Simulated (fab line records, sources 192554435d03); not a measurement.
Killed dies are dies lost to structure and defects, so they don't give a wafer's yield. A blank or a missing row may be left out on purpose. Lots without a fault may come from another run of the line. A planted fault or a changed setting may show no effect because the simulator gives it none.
fab line records | flow n5_finfet
record lots=10 wafers=27 last_day=17
route steps=1938 shown BEOL_M15@1786 PASSIVATION@1936
lots that met no fault: from a run of the same line without faults
start_h: hours from the record's first day to the start of the lot's first wafer shown | wait_h: hours since the lot's step before | " the same as in the row above | L1.1+2: a row that stands for several wafers | - no value, or no start given | * or withheld: withheld | < > ~ a bound
route shown NAME@n: a module of which the file shows steps, and the number in the route of the first | usual: mean/standard deviation of fault-free wafers | same: alike in all rows | chamber/n: place in a boat | sites: the reading at each site | _std_site: their standard deviation | _edge_site: outer sites' mean less inner sites' | radius_mm: how far each site lies from the wafer's centre | mask NAME#n: copy n | behind: the tool/chamber that last shaped the wafer | hold: why the lot was held/for how many hours/how that ended | device: the transistor (n, p or np) that didn't switch | end of line: the same wafers' tests at the end of the route | a step without rows: its recipe alone | killed: dies lost to structure and defects at the first sort, not the wafer's yield | map: a wafer's dies, x killed, . not, _ none there
set.NAME: the setting as run; set.NAME@STEP: as run at that earlier step | model.NAME: the simulator's own value behind a step, which no gauge read
steps of the route over a sample of lots; a table a step, a row a wafer
services: from which hour (start_h, from the record's first day; less than 0 if before it) a tool's chamber was out of use, for how many hours, and why
## steps
# step N5_BEOL_M15_DESCUM_15
# recipe chemistry=O2 time_s=7.9 source_power_w=50 bias_power_w=20 pressure_mtorr=20 rf_frequency_hz=2.712e+07 temp_c=40 o2_flow_sccm=225
# usual drypump_motor_current_A=5.7/0.5 oes_product_au=0.81/0.076 rf_vpp_V=243.7/1.4 showerhead_plenum_p_Torr=2.13/0.077 temp_c=40.00/0.1 throttle_valve_pct=20.39/0.22
# columns lot.wafer tool chamber start_h wait_h drypump_motor_current_A oes_product_au rf_hours_counter_h rf_vpp_V showerhead_plenum_p_Torr temp_c throttle_valve_pct
L113.3 rie_diel-05 1 256.27 0.0 6.4 0.68 248 244.2 2.15 40.00 20.84
L113.5 " 1 " " 6.3 0.69 - 243.9 2.15 39.96 20.82
L116.1 rie_diel-05 1 281.93 0.0 6.4 0.96 1 243.9 2.15 40.11 20.37
L116.4 " 0 " " 5.5 0.73 198 245.4 2.20 40.16 20.40
L116.5 " 1 " " 6.4 0.97 - 244.4 2.15 40.01 20.37
L119.2 rie_diel-04 1 292.08 0.0 6.2 0.81 96 245.9 2.20 40.03 20.45
L119.3 " 2 " " 6.6 0.75 183 241.4 1.99 40.04 20.49
L119.6 " 2 " " 6.6 0.74 - 242.6 1.99 40.09 20.49
L120.2 rie_diel-04 3 298.78 0.2 5.1 0.78 116 240.3 2.02 40.01 20.02
L120.5 " 1 " " 6.1 0.81 - 244.7 2.19 39.89 20.45
L121.2 rie_diel-04 0 307.14 0.7 5.3 0.86 62 247.0 2.19 39.88 19.69
L121.3 " 1 " " 6.2 0.80 103 246.4 2.19 40.14 20.46
L122.2 rie_diel-03 3 319.43 0.0 5.2 0.93 11 242.4 2.07 39.78 20.31
L122.4 " 3 " " 5.2 0.94 - 242.7 2.07 39.87 20.32
L122.6 " 2 " " 5.7 0.83 - 245.4 2.23 39.94 20.50
L130.1 rie_diel-03 2 382.06 0.0 5.7 0.80 111 245.0 2.22 40.05 20.54
L130.3 " 1 " " 5.3 0.77 113 244.9 2.22 39.80 20.59
L130.5 " 3 " " 5.2 0.91 - 241.6 2.07 40.12 20.32
L131.3 rie_diel-05 1 383.35 0.5 6.3 0.87 36 244.3 2.13 40.02 20.43
L131.4 " 2 " " 5.1 0.99 2 244.0 2.13 40.00 20.19
L131.5 " 1 " " 6.4 0.87 - 243.2 2.14 40.02 20.42
L133.1 rie_diel-05 1 387.35 0.0 6.4 0.87 38 244.0 2.13 40.00 20.42
L133.4 " 2 " " 5.1 0.97 4 244.9 2.13 39.86 20.20
L133.5 " 0 " " 5.5 0.69 - 244.0 2.18 39.96 20.44
L135.2 rie_diel-04 3 400.20 0.0 5.1 0.75 143 242.7 2.01 40.01 20.04
L135.3 " 1 " " 6.2 0.78 127 244.6 2.18 39.87 20.48
L135.5 " 3 " " 5.1 0.74 - 242.2 2.01 40.00 20.07
# step N5_BEOL_M15_ETCH_59
# recipe chemistry=N2/H2 target=BARC target_depth_a=890 overetch_a=267 time_s=67.9 ion_energy_ev=200 pressure_mtorr=30 source_w=840 bias_w=150 n2_flow_sccm=200 h2_flow_sccm=200
# usual bias_w=150.0/0.36 drypump_motor_current_A=5.7/0.5 h2_flow_sccm=199.9/0.64 oes_product_au=0.69/0.059 rf_vpp_V=524.9/2.5 showerhead_plenum_p_Torr=2.58/0.09 throttle_valve_pct=17.80/0.25
# columns lot.wafer tool chamber start_h wait_h bias_w drypump_motor_current_A h2_flow_sccm oes_product_au rf_hours_counter_h rf_vpp_V showerhead_plenum_p_Torr throttle_valve_pct
L113.3 rie_diel-05 1 256.31 0.0 149.5 6.3 200.7 0.59 248 525.2 2.63 18.43
L113.5 " 1 " " 149.8 6.4 201.0 0.59 - 525.8 2.63 18.41
L116.1 rie_diel-05 1 281.96 0.0 150.4 6.4 199.6 0.83 1 525.8 2.62 17.95
L116.4 " 0 " " 149.4 5.5 198.5 0.62 198 525.4 2.61 17.58
L116.5 " 1 " " 149.5 6.4 198.3 0.83 - 524.6 2.62 17.94
L119.2 rie_diel-04 1 292.11 0.0 150.3 6.2 200.9 0.69 96 527.1 2.67 17.96
L119.3 " 2 " " 149.6 6.6 200.5 0.63 183 520.1 2.42 17.93
L119.6 " 2 " " 149.6 6.6 199.9 0.64 - 520.3 2.42 17.93
L120.2 rie_diel-04 3 298.81 0.0 149.7 5.1 198.9 0.67 116 520.8 2.44 17.47
L120.5 " 1 " " 149.6 6.2 199.0 0.69 - 527.4 2.67 17.97
L121.2 rie_diel-04 0 307.17 0.0 149.2 5.3 200.8 0.71 62 527.8 2.67 17.16
L121.3 " 1 " " 149.7 6.1 200.2 0.69 103 526.6 2.66 17.96
L122.2 rie_diel-03 3 319.46 0.0 149.9 5.2 199.5 0.79 11 523.1 2.48 17.53
L122.4 " 3 " " 150.6 5.2 200.5 0.78 - 522.0 2.48 17.53
L122.6 " 2 " " 148.9 5.7 200.2 0.71 - 526.7 2.68 17.81
L130.1 rie_diel-03 2 382.09 0.0 149.8 5.7 201.2 0.69 111 528.2 2.67 17.84
L130.3 " 1 " " 150.3 5.3 199.5 0.67 113 527.5 2.68 18.06
L130.5 " 3 " " 149.7 5.2 201.0 0.76 - 522.9 2.47 17.56
L131.3 rie_diel-05 1 383.39 0.0 149.7 6.4 200.4 0.74 36 524.8 2.61 18.01
L131.4 " 2 " " 150.2 5.1 200.0 0.82 2 525.3 2.59 17.57
L131.5 " 1 " " 149.8 6.4 200.2 0.74 - 526.2 2.61 18.00
L133.1 rie_diel-05 1 387.39 0.0 149.9 6.3 199.5 0.74 38 526.3 2.61 17.98
L133.4 " 2 " " 149.8 5.1 201.6 0.81 4 526.7 2.59 17.57
L133.5 " 0 " " 150.3 5.5 199.8 0.60 - 525.8 2.59 17.65
L135.2 rie_diel-04 3 400.23 0.0 150.2 5.1 200.3 0.64 143 521.8 2.43 17.52
L135.3 " 1 " " 150.3 6.1 199.5 0.66 127 525.6 2.65 18.01
L135.5 " 3 " " 150.1 5.1 201.1 0.64 - 520.5 2.43 17.53
# step N5_BEOL_M15_ETCH_61
# recipe chemistry=N2/H2 target=BARC target_depth_a=890 overetch_a=267 time_s=67.9 ion_energy_ev=200 pressure_mtorr=30 source_w=840 bias_w=150 n2_flow_sccm=200 h2_flow_sccm=200
# usual bias_w=150.0/0.47 drypump_motor_current_A=5.7/0.5 h2_flow_sccm=200.0/0.63 oes_product_au=0.68/0.052 rf_vpp_V=525.0/2.7 showerhead_plenum_p_Torr=2.58/0.095 throttle_valve_pct=17.77/0.28
# columns lot.wafer tool chamber start_h wait_h bias_w drypump_motor_current_A h2_flow_sccm oes_product_au rf_hours_counter_h rf_vpp_V showerhead_plenum_p_Torr throttle_valve_pct
L113.3 rie_diel-03 1 257.89 0.0 150.0 5.3 199.8 0.69 82 528.0 2.69 18.03
L113.5 " 2 " " 150.2 5.7 199.5 0.72 - 526.5 2.68 17.79
L116.1 rie_diel-05 3 284.78 0.0 150.5 5.2 198.8 0.69 92 525.1 2.60 17.91
L116.4 " 0 " " 149.4 5.5 200.4 0.63 199 527.5 2.61 17.59
L116.5 " 0 " " 149.8 5.5 199.5 0.62 - 525.3 2.61 17.58
L119.2 rie_diel-04 3 295.00 0.0 149.8 5.1 199.0 0.67 114 521.6 2.44 17.48
L119.3 " 2 " " 149.5 6.6 199.4 0.64 185 520.4 2.42 17.93
L119.6 " 1 " " 150.1 6.2 200.7 0.69 - 528.3 2.67 17.95
L120.2 rie_diel-04 2 300.83 0.0 150.2 6.7 200.1 0.63 187 519.6 2.42 17.93
L120.5 " 3 " " 149.4 5.1 198.5 0.66 - 520.3 2.44 17.48
L121.2 rie_diel-04 0 309.03 0.0 150.0 5.3 200.0 0.71 63 526.7 2.67 17.14
L121.3 " 3 " " 150.3 5.1 198.6 0.66 119 520.2 2.44 17.49
L122.2 rie_diel-03 1 320.92 0.0 149.9 5.3 200.4 0.68 94 526.9 2.69 18.05
L122.4 " 2 " " 149.4 5.7 199.9 0.70 - 527.2 2.68 17.80
L122.6 " 1 " " 149.8 5.3 199.8 0.69 - 526.9 2.69 18.02
L130.1 rie_diel-03 3 384.52 0.0 127.7 5.2 200.0 0.75 24 471.6 2.47 17.54
L130.3 " 1 " " 127.3 5.3 199.2 0.66 114 474.5 2.68 18.08
L130.5 " 0 " " 128.4 6.1 200.0 0.71 - 469.1 2.47 17.87
L131.3 rie_diel-03 1 385.72 0.0 128.0 5.3 201.4 0.66 114 475.3 2.68 18.08
L131.4 " 3 " " 126.9 5.3 199.4 0.75 25 471.9 2.47 17.57
L131.5 " 0 " " 127.2 6.1 199.4 0.72 - 471.7 2.47 17.88
L133.1 rie_diel-03 1 389.48 0.0 128.2 5.3 200.3 0.66 116 476.3 2.68 18.07
L133.4 " 2 " " 127.1 5.7 199.8 0.68 114 476.0 2.67 17.86
L133.5 " 2 " " 128.2 5.7 199.6 0.68 - 475.4 2.67 17.85
L135.2 rie_diel-04 0 401.69 0.0 150.6 5.3 199.5 0.69 88 527.6 2.66 17.19
L135.3 " 3 " " 150.2 5.1 201.2 0.64 144 521.1 2.43 17.54
L135.5 " 3 " " 150.1 5.1 200.8 0.64 - 520.4 2.43 17.55
# step N5_BEOL_M15_STRIP_37
# recipe chemistry=O2 power_w=600 temp_c=60 pressure_mtorr=30 rf_frequency_hz=6e+07 bias_power_w=0 overash_fraction=0.3 o2_flow_sccm=225
# usual drypump_motor_current_A=5.7/0.53 oes_product_au=0.80/0.075 rf_vpp_V=3.6/0.66 showerhead_plenum_p_Torr=2.13/0.08 temp_c=60.00/0.11 throttle_valve_pct=16.59/0.21
# columns lot.wafer tool chamber start_h wait_h drypump_motor_current_A oes_product_au rf_hours_counter_h rf_vpp_V showerhead_plenum_p_Torr temp_c throttle_valve_pct
L113.3 rie_diel-03 1 - - 5.3 0.80 83 3.5 2.23 60.19 16.73
L113.5 " 2 " " 5.7 0.83 - 2.9 2.24 60.00 16.67
L116.1 rie_diel-04 3 - - 5.1 0.78 112 4.5 2.03 59.86 16.31
L116.4 " 0 " " 5.3 0.86 57 3.4 2.20 59.96 16.04
L116.5 " 2 " " 6.7 0.73 - 2.8 1.99 60.12 16.76
L119.2 rie_diel-05 1 - - 6.4 0.95 9 3.3 2.15 59.83 16.55
L119.3 " 0 " " 5.5 0.72 205 3.5 2.20 60.05 16.66
L119.6 " 3 " " 5.3 0.81 - 3.8 2.12 59.88 16.53
L120.2 rie_diel-04 0 - - 5.3 0.86 62 3.3 2.20 59.95 16.05
L120.5 " 1 " " 6.2 0.80 - 3.4 2.20 59.94 16.71
L121.2 rie_diel-05 1 - - 6.4 0.91 14 3.5 2.15 59.91 16.59
L121.3 " 3 " " 5.2 0.80 103 3.5 2.12 60.04 16.52
L122.2 rie_diel-03 1 - - 5.3 0.77 94 3.1 2.23 60.13 16.76
L122.4 " 2 " " 5.7 0.82 - 3.4 2.24 59.82 16.68
L122.6 " 3 " " 5.2 0.91 - 2.7 2.07 60.27 16.51
L130.1 rie_diel-03 2 - - 5.8 0.79 114 3.2 2.23 59.92 16.73
L130.3 " 3 " " 5.2 0.90 26 3.0 2.07 59.97 16.55
L130.5 " 1 " " 5.3 0.76 - 3.7 2.22 59.87 16.79
L131.3 rie_diel-03 3 - - 5.2 0.90 26 4.5 2.07 60.04 16.54
L131.4 " 2 " " 5.7 0.78 115 5.1 2.23 60.12 16.71
L131.5 " 0 " " 6.1 0.82 - 2.8 2.05 60.01 16.70
L133.1 rie_diel-05 0 - - 5.5 0.69 236 3.8 2.19 60.11 16.73
L133.4 " 3 " " 5.3 0.77 129 4.1 2.11 59.93 16.62
L133.5 " 1 " " 6.4 0.87 - 2.9 2.14 60.05 16.62
L135.2 rie_diel-04 3 - - 5.1 0.75 144 3.3 2.02 59.99 16.38
L135.3 " 2 " " 6.7 0.71 214 4.1 1.98 60.09 16.79
L135.5 " 2 " " 6.7 0.72 - 3.2 1.98 60.00 16.81
# step N5_PASSIVATION_PROBE_49
# usual defect_limited_yield=91.4/1.4 killed_at_M0_to_M3=33/10 killed_at_M4_up=14/6.1 killed_at_contacts=14/6.1 killed_at_front_end=38/9.7 killed_at_other=3.1/2.9 killed_dies=102/17 killed_open=67/13 killed_short=32/8 sort_bin_5_function=5.1/0.94 sort_bin_6_memory=3.2/0.68 sort_n_pass=1078/17 sort_yield_pct=91.3/1.5
# same gross_dies=1180 killed_at_back_side=0 sort_bin_4_leakage[%]=0 sort_bin_8_speed[%]=0
# columns lot.wafer tool chamber start_h wait_h defect_limited_yield[%] killed_at_M0_to_M3 killed_at_M4_up killed_at_contacts killed_at_front_end killed_at_other killed_dies killed_open killed_short sort_bin_5_function[%] sort_bin_6_memory[%] sort_n_pass sort_yield_pct[%]
L113.3 prober-02 - 271.72 0.1 91.7 32 10 17 33 6 98 64 32 5.5 2.7 1082 91.7
L113.5 prober-02 - 271.82 0.2 89.9 46 13 10 44 6 119 80 39 5.9 3.7 1061 89.9
L116.1 prober-02 - 306.65 0.0 91.2 25 29 17 32 1 104 73 29 5.7 2.7 1076 91.2
L116.4 prober-02 - 306.80 0.2 92.5 22 11 23 32 1 89 69 19 4.6 2.8 1091 92.5
L116.5 prober-02 - 306.85 0.2 90.2 40 10 14 50 2 116 81 35 5.3 4.2 1064 90.2
L119.2 prober-02 - 313.47 0.1 88.6 41 13 12 67 1 134 78 54 7.2 3.7 1046 88.6
L119.3 prober-02 - 313.52 0.1 90.9 32 12 12 50 1 107 80 26 5.3 3.6 1073 90.9
L119.6 prober-02 - 313.67 0.3 90.4 38 5 13 55 2 113 73 40 5.1 4.3 1067 90.4
L120.2 prober-01 - 322.88 0.1 93.4 30 13 9 18 8 78 56 20 4.7 1.7 1102 93.4
L120.5 prober-01 - 323.03 0.2 92.5 21 21 6 39 2 89 67 20 3.9 3.5 1091 92.5
L121.2 prober-01 - 330.60 0.1 92.2 18 13 8 48 5 92 62 30 4.6 2.9 1088 92.2
L121.3 prober-01 - 330.65 0.1 92.2 18 21 13 33 7 92 68 24 4.6 3.0 1088 92.2
L122.2 prober-02 - 342.07 0.1 91.4 36 10 9 46 1 102 60 40 5.8 2.6 1078 91.4
L122.4 prober-02 - 342.17 0.2 92.8 26 11 14 32 2 85 55 25 4.1 2.9 1095 92.8
L122.6 prober-02 - 342.27 0.3 91.9 28 21 17 27 2 95 62 32 5.4 2.5 1085 91.9
L133.5 prober-01 - 408.38 0.2 93.0 16 10 7 43 7 83 48 21 3.0 2.8 1097 93.0
L131.3 prober-02 - 408.95 0.1 91.4 30 19 19 31 2 101 60 31 5.1 2.8 1079 91.4
L131.4 prober-02 - 409.00 0.2 93.9 33 7 6 21 5 72 49 22 3.6 2.2 1108 93.9
L131.5 prober-02 - 409.05 0.2 93.1 29 13 11 24 4 81 51 21 3.6 2.7 1099 93.1
# killed by level:class
L113.3 MOL_CONTACT_COAG:geometric_particle:open=13 STI_FIN_REVEAL:geometric_particle:open=9 BEOL_M0_SAQP:geometric_particle:short=8 BEOL_M1:geometric_particle:open=6 BEOL_M0_SAQP:geometric_particle:open=5 BEOL_M0:geometric_particle:open=5 ILD0:geometric_particle:short=4 MOL_CONTACT_COAG:geometric_particle:short=4
L113.5 BEOL_M0_SAQP:geometric_particle:open=16 BEOL_M0_SAQP:geometric_particle:short=16 STI_FIN_REVEAL:geometric_particle:open=15 MOL_CONTACT_COAG:geometric_particle:open=10 FIN_SAQP:geometric_particle:open=7 BEOL_M3:geometric_particle:open=7 BEOL_M4:geometric_particle:open=5 BEOL_M2:geometric_particle:open=4
L116.1 BEOL_M4:geometric_particle:open=16 MOL_CONTACT_COAG:geometric_particle:open=14 STI_FIN_REVEAL:geometric_particle:open=9 FIN_SAQP:geometric_particle:open=8 BEOL_M0_SAQP:geometric_particle:short=7 BEOL_M1:geometric_particle:open=6 BEOL_M0_SAQP:geometric_particle:open=5 BEOL_M4:geometric_particle:short=5
L116.4 MOL_CONTACT_COAG:geometric_particle:open=21 STI_FIN_REVEAL:geometric_particle:open=11 BEOL_M3:geometric_particle:open=6 FIN_SAQP:geometric_particle:open=5 BEOL_M0_SAQP:geometric_particle:open=5 BEOL_M4:geometric_particle:open=5 FIN_SAQP:geometric_particle:short=3 GATE_CUT:geometric_particle:short=3
L116.5 STI_FIN_REVEAL:geometric_particle:open=22 BEOL_M1:geometric_particle:open=12 MOL_CONTACT_COAG:geometric_particle:open=11 FIN_SAQP:geometric_particle:short=8 BEOL_M3:geometric_particle:open=8 FIN_SAQP:geometric_particle:open=5 STARTING-WAFER:geometric_particle:short=5 BEOL_M0_SAQP:geometric_particle:short=5
L119.2 FIN_SAQP:geometric_particle:short=25 FIN_SAQP:geometric_particle:open=14 BEOL_M2:geometric_particle:open=13 MOL_CONTACT_COAG:geometric_particle:open=11 BEOL_M3:geometric_particle:open=8 STI_FIN_REVEAL:geometric_particle:open=7 BEOL_M0_SAQP:geometric_particle:short=5 DUMMY_GATE:geometric_particle:open=4
L119.3 STI_FIN_REVEAL:geometric_particle:open=13 FIN_SAQP:geometric_particle:open=12 MOL_CONTACT_COAG:geometric_particle:open=12 FIN_SAQP:geometric_particle:short=10 BEOL_M2:geometric_particle:open=9 BEOL_M0_SAQP:geometric_particle:open=8 BEOL_M4:geometric_particle:open=7 BEOL_M1:geometric_particle:short=4
L119.6 FIN_SAQP:geometric_particle:short=15 FIN_SAQP:geometric_particle:open=14 MOL_CONTACT_COAG:geometric_particle:open=9 BEOL_M3:geometric_particle:open=8 BEOL_M2:geometric_particle:open=7 GATE_CUT:geometric_particle:open=6 BEOL_M1:geometric_particle:short=6 DUMMY_GATE:geometric_particle:open=5
L120.2 STI_FIN_REVEAL:geometric_particle:open=9 BEOL_M2:geometric_particle:open=8 MOL_CONTACT_COAG:geometric_particle:open=6 BEOL_M0_SAQP:geometric_particle:open=6 BEOL_M4:geometric_particle:open=6 MIM_TOP:geometric_particle:open=5 MOL_CONTACT_COAG:geometric_particle:short=3 BEOL_M0_SAQP:geometric_particle:short=3
L120.5 STI_FIN_REVEAL:geometric_particle:open=13 BEOL_M4:geometric_particle:open=9 BEOL_M1:geometric_particle:open=7 FIN_SAQP:geometric_particle:short=5 ILD0:geometric_particle:open=5 MOL_CONTACT_COAG:geometric_particle:open=5 FIN_SAQP:geometric_particle:open=4 BEOL_M2:geometric_particle:open=4
L121.2 FIN_SAQP:geometric_particle:open=18 FIN_SAQP:geometric_particle:short=7 BEOL_M4:geometric_particle:open=7 ILD0:geometric_particle:short=5 BEOL_M3:geometric_particle:open=5 BEOL_M6:geometric_particle:open=5 MOL_CONTACT_COAG:geometric_particle:open=4 MOL_CONTACT_COAG:geometric_particle:short=4
L121.3 BEOL_M4:geometric_particle:open=13 MOL_CONTACT_COAG:geometric_particle:open=12 STI_FIN_REVEAL:geometric_particle:open=8 BEOL_M0_SAQP:geometric_particle:open=7 STI_FIN_REVEAL:geometric_particle:short=6 BEOL_M5:geometric_particle:open=5 DUMMY_GATE:geometric_particle:open=4 PASS1_CAP:geometric_particle:short=4
L122.2 BEOL_M1:geometric_particle:open=9 GATE_CUT:geometric_particle:short=9 MOL_CONTACT_COAG:geometric_particle:open=8 BEOL_M0_SAQP:geometric_particle:short=8 BEOL_M0_SAQP:geometric_particle:open=8 FIN_SAQP:geometric_particle:open=7 STI_FIN_REVEAL:geometric_particle:open=6 FIN_SAQP:geometric_particle:short=5
L122.4 MOL_CONTACT_COAG:geometric_particle:open=11 BEOL_M0_SAQP:geometric_particle:open=6 BEOL_M1:geometric_particle:open=6 FIN_SAQP:geometric_particle:open=5 STI_FIN_REVEAL:geometric_particle:open=5 STARTING-WAFER:geometric_particle:open=5 GATE_CUT:geometric_particle:short=4 BEOL_M4:geometric_particle:open=4
L122.6 MOL_CONTACT_COAG:geometric_particle:open=11 BEOL_M1:geometric_particle:open=10 BEOL_M4:geometric_particle:open=9 FIN_SAQP:geometric_particle:open=7 BEOL_M4:geometric_particle:short=7 MOL_CONTACT_COAG:geometric_particle:short=6 BEOL_M3:geometric_particle:open=6 BEOL_M0_SAQP:geometric_particle:open=5
L133.5 HKMG_FIN:area_etch=13 FIN_SAQP:geometric_particle:open=7 STI_FIN_REVEAL:geometric_particle:open=6 BEOL_M3:geometric_particle:open=6 MOL_CONTACT_COAG:geometric_particle:open=4 DUMMY_GATE:geometric_particle:open=3 GATE_CUT:geometric_particle:short=3 MOL_CONTACT_COAG:geometric_particle:short=3
L131.3 MOL_CONTACT_COAG:geometric_particle:open=17 BEOL_M4:geometric_particle:open=8 BEOL_M0_SAQP:geometric_particle:short=7 BEOL_M1:geometric_particle:open=7 HKMG_FIN:area_etch=6 BEOL_M0_SAQP:geometric_particle:open=5 BEOL_M3:geometric_particle:open=5 STI_FIN_REVEAL:geometric_particle:open=4
L131.4 BEOL_M1:geometric_particle:open=9 BEOL_M0_SAQP:geometric_particle:short=8 FIN_SAQP:geometric_particle:open=6 BEOL_M3:geometric_particle:open=6 MOL_CONTACT_COAG:geometric_particle:open=5 DUMMY_GATE:geometric_particle:open=4 BEOL_M2:geometric_particle:open=4 BEOL_M5:geometric_particle:open=4
L131.5 BEOL_M2:geometric_particle:open=11 BEOL_M4:geometric_particle:open=7 HKMG_FIN:area_etch=6 MOL_CONTACT_COAG:geometric_particle:open=5 BEOL_M1:geometric_particle:open=5 BEOL_M5:geometric_particle:open=5 FIN_SAQP:geometric_particle:open=4 GATE_CUT:geometric_particle:short=4
## services
# columns tool chamber start_h hours kind
rie_diel-05 1 261.35 - clean
rie_diel-05 1 261.35 - consumable_replace:focus_ring
rie_diel-05 1 261.35 15.8 scheduled_down
rie_diel-05 1 261.35 15.8 vent_cycle
rie_diel-03 - 280.32 19.4 repair
rie_diel-03 - 299.88 14.6 pm
rie_diel-04 - 301.97 0.1 repair
rie_diel-03 1 325.29 11.4 repair
rie_diel-03 3 338.91 35.9 repair
rie_diel-05 2 355.21 - clean
rie_diel-05 2 355.21 - consumable_replace:focus_ring
rie_diel-05 2 355.21 19.5 scheduled_down
rie_diel-05 2 355.21 19.5 vent_cycle
rie_diel-04 - 380.25 14.6 pm
## key
first_sign step=N5_BEOL_M15_ETCH_61 reading=bias_w direction=down sigmas=47 usual=* struck=*
effect step=N5_BEOL_M15_ETCH_61 reading=rf_vpp_V direction=down sigmas=19 usual=525.0 struck=473.5
met_at N5_BEOL_M15_ETCH_61
struck_lots L130,L131,L133
baseline_loss step=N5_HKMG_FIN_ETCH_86 wafers=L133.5
not_acting_at N5_BEOL_M15_DESCUM_15,N5_BEOL_M15_ETCH_59,N5_BEOL_M15_STRIP_37
onset_between 320.92 384.52
fault kind=process_parameter_drift tool=rie_diel-03 chamber=- onset_h=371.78 steps=N5_BEOL_M15_ETCH_61 channel=bias_w offset=* shape=step end_h=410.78 acts_in=* stated=*
# baseline_loss: these wafers lose ten dies or more at that step, a loss of the line's own and not of a fault; the sort's usual values leave them out
